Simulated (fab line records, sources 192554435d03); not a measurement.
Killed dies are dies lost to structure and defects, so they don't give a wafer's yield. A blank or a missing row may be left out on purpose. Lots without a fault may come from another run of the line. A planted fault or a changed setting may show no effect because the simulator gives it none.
One fault seen from 2 desks | flow n5_finfet | each desk has only its own numbers; what lay behind them comes last

THE TOOL OWNER'S DESK: rie_diel-05
The tool's own readings at N5_BEOL_M1_VIA_ETCH_34 (etches the open film in C4F6/O2, target depth 67.8 nm, time 64.4 s): means of the sampled wafers that have a number, for each lot that ran on this tool. A lot is out of limits, marked OUT, if its mean lies more than 4 standard deviations from the usual mean; the brackets give that distance.
Columns: A = drypump_motor_current_A at N5_BEOL_M1_VIA_ETCH_34, usual 5.5 A; B = oes_f_703_au at N5_BEOL_M1_VIA_ETCH_34, usual 0.81 a.u.; C = oes_product_au at N5_BEOL_M1_VIA_ETCH_34, usual 0.81 a.u.; D = rf_vpp_V at N5_BEOL_M1_VIA_ETCH_34, usual 667 V; E = showerhead_plenum_p_Torr at N5_BEOL_M1_VIA_ETCH_34, usual 2.89 Torr; F = throttle_valve_pct at N5_BEOL_M1_VIA_ETCH_34, usual 30.68 %
lot  | first seen here | A   | B    | C    | D   | E    | F
L777 | day 6 03:55     | 5.8 | 0.81 | 0.81 | 666 | 2.91 | 30.79
L778 | day 6 16:01     | 5.8 | 0.81 | 0.81 | 666 | 2.90 | 30.80
L780 | day 7 10:23     | 5.6 | 0.81 | 0.80 | 663 | 2.87 | 30.75
L785 | day 8 20:01     | 5.6 | 0.85 | 0.85 | 665 | 2.85 | 30.75
L788 | day 8 23:14     | 5.8 | 0.84 | 0.85 | 667 | 2.88 | 30.79
L790 | day 9 20:28     | 6.0 | 0.74 | 0.74 | 668 | 2.92 | 30.96
This desk's finding: nothing out of limits on any of the 6 lots.

THE METROLOGY DESK
What the gauges read, lot by lot, whatever tool the lot ran on: means of the sampled wafers that have a number. A lot is out of limits, marked OUT, if its mean lies more than 4 standard deviations from the usual mean; the brackets give that distance.
Columns: A = cd_nm at N5_PASSIVATION_CD_MEAS_30, usual 4000.0 nm
lot  | first seen here | A
L777 | day 12 19:10    | 4000.6
L778 | day 13 09:16    | 4000.6
L779 | day 13 09:53    | 4002.3
L780 | day 13 16:28    | 3999.5
L786 | day 14 06:27    | 4000.9
L785 | day 14 13:14    | 3999.6
L788 | day 15 06:54    | 3998.4
L790 | day 15 22:47    | 4000.3
L795 | day 17 11:29    | 3998.4
L799 | day 18 12:05    | 4001.2
L800 | day 18 16:56    | 3998.4
This desk's finding: nothing out of limits on any of the 11 lots.

PUT TOGETHER
The tool owner's desk saw nothing out of limits.
The metrology desk saw nothing out of limits.

WHAT THE SIMULATOR HAD PUT IN
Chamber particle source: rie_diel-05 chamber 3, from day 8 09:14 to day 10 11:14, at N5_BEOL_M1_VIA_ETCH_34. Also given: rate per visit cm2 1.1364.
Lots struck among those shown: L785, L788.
